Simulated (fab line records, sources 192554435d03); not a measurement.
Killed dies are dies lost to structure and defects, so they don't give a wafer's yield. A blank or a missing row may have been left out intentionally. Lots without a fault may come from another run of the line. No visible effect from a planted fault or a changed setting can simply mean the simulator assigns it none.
Tool commonality check | flow n5Finfet | Sample size 9 lots and 27 wafers

## WHAT PROMPTED THE OPENING
At N5_BEOL_M4_RC_MEAS_101 the reading CJ_N is flagged on 3 of 9 lots. No-fault wafers: 4.31, standard deviation 0.079.
Rule: flag the lot when none of its wafers has a number, or when each of its wafers that has one lies beyond 4 standard deviations from that mean. All remaining lots are regarded as sound.

lot  | measured     | on        | CJ_N, wafer by wafer | flag
L874 | day 8 15:49  | prober-02 | 4.42 4.36 4.30       | 
L877 | day 10 19:10 | prober-02 | 4.18 4.23 4.29       | 
L878 | day 11 01:40 | prober-02 | 4.33 4.40 4.37       | 
L882 | day 11 17:20 | prober-02 | 5.15 5.00 5.18       | FLAGGED
L883 | day 12 01:18 | prober-02 | 4.97 5.01 4.90       | FLAGGED
L884 | day 12 02:00 | prober-01 | 4.95 5.03 5.05       | FLAGGED
L886 | day 13 02:02 | prober-02 | 4.43 4.47 4.41       | 
L896 | day 15 21:52 | prober-02 | 4.17 4.25 4.12       | 
L897 | day 16 07:52 | prober-02 | 4.18 4.22 4.25       | 
On average the flagged lots' numbers are 5.03, which is +0.72 against the usual, or +9 standard deviations.

## WHICH TOOL EACH LOT WENT THROUGH
The record holds 3 process steps before the reading, out of a route of 1938 steps. Each cell gives the tool, then ch followed by the chambers the sampled wafers passed through, then the start.
lot  | flag    | N5_WELL_APT_IMPLANT_32         | N5_PMOS_HMC_CHANNEL_EPI_HM_DEP_34 | N5_PMOS_HMC_CHANNEL_EPI_DESCUM_14
L874 |         | implanter-02 ch 0, day 1 15:34 | pecvd-02 ch 0,2, day 1 16:55      | rieDiel-02 ch 1,3, day 1 18:49
L877 |         | implanter-01 ch 0, day 2 09:19 | pecvd-02 ch 1,2, day 2 10:43      | rieDiel-02 ch 0,2,3, day 2 11:06
L878 |         | implanter-01 ch 0, day 2 15:13 | pecvd-01 ch 1,2, day 2 16:43      | rieDiel-02 ch 0,1,2, day 2 17:13
L882 | FLAGGED | implanter-01 ch 0, day 3 15:20 | pecvd-02 ch 1,2, day 3 16:44      | rieDiel-05 ch 0,1,2, day 3 17:05
L883 | FLAGGED | implanter-01 ch 0, day 3 22:38 | pecvd-02 ch 0,1,2, day 4 00:02    | rieDiel-03 ch 0,3, day 4 00:32
L884 | FLAGGED | implanter-01 ch 0, day 4 03:18 | pecvd-01 ch 0,2, day 4 04:48      | rieDiel-05 ch 1,2,3, day 4 05:19
L886 |         | implanter-02 ch 0, day 4 15:38 | pecvd-04 ch 0,2, day 4 17:12      | rieDiel-05 ch 0,1, day 4 17:42
L896 |         | implanter-01 ch 0, day 7 03:28 | pecvd-01 ch 0,1,2, day 7 04:53    | rieDiel-03 ch 0,1,2, day 7 05:22
L897 |         | implanter-01 ch 0, day 7 09:45 | pecvd-04 ch 0,1, day 7 11:17      | rieDiel-03 ch 0,1, day 7 11:47
These steps, and what they do:
- N5_WELL_APT_IMPLANT_32
- N5_PMOS_HMC_CHANNEL_EPI_HM_DEP_34: deposits SiO2 from TEOS/O2, target thk 36 nm, time 6.9 s.
- N5_PMOS_HMC_CHANNEL_EPI_DESCUM_14: chemistry O2, time 7.9 s.
- N5_BEOL_M4_RC_MEAS_101

## FLAGGED AGAINST TOTAL, ONE TOOL AT A TIME (gauges that did the reading follow at the end)
step                              | tool         | lots run | flagged | share of the flagged lots | sound lots run after its first flagged lot
N5_WELL_APT_IMPLANT_32            | implanter-01 | 7        | 3       | all                       | 2 (L896,L897)
N5_WELL_APT_IMPLANT_32            | implanter-02 | 2        | 0       | none                      | -
N5_PMOS_HMC_CHANNEL_EPI_HM_DEP_34 | pecvd-01     | 3        | 1       | some                      | 1 (L896)
N5_PMOS_HMC_CHANNEL_EPI_HM_DEP_34 | pecvd-02     | 4        | 2       | some                      | 0
N5_PMOS_HMC_CHANNEL_EPI_HM_DEP_34 | pecvd-04     | 2        | 0       | none                      | -
N5_PMOS_HMC_CHANNEL_EPI_DESCUM_14 | rieDiel-02   | 3        | 0       | none                      | -
N5_PMOS_HMC_CHANNEL_EPI_DESCUM_14 | rieDiel-03   | 3        | 1       | some                      | 2 (L896,L897)
N5_PMOS_HMC_CHANNEL_EPI_DESCUM_14 | rieDiel-05   | 3        | 2       | some                      | 1 (L886)
N5_BEOL_M4_RC_MEAS_101            | prober-01    | 1        | 1       | some                      | 0
N5_BEOL_M4_RC_MEAS_101            | prober-02    | 8        | 2       | some                      | 3 (L886,L896,L897)

## WHAT THE TABLE ALLOWS
1 row of the table ran every flagged lot: implanter-01 at N5_WELL_APT_IMPLANT_32.
- implanter-01 at N5_WELL_APT_IMPLANT_32 ran 7 lots, 3 of them flagged. After the first flagged lot (L896, L897), sound lots still ran on it; a lasting fault on the whole tool would not permit that. Its own readings lie more than 4 standard deviations out on every wafer of the flagged lots: doseIonsCm2, faradayCurrentUA.
Not one row of the table ran every flagged lot while running no sound lot after the first.

## WHAT THE SIMULATOR PUT IN
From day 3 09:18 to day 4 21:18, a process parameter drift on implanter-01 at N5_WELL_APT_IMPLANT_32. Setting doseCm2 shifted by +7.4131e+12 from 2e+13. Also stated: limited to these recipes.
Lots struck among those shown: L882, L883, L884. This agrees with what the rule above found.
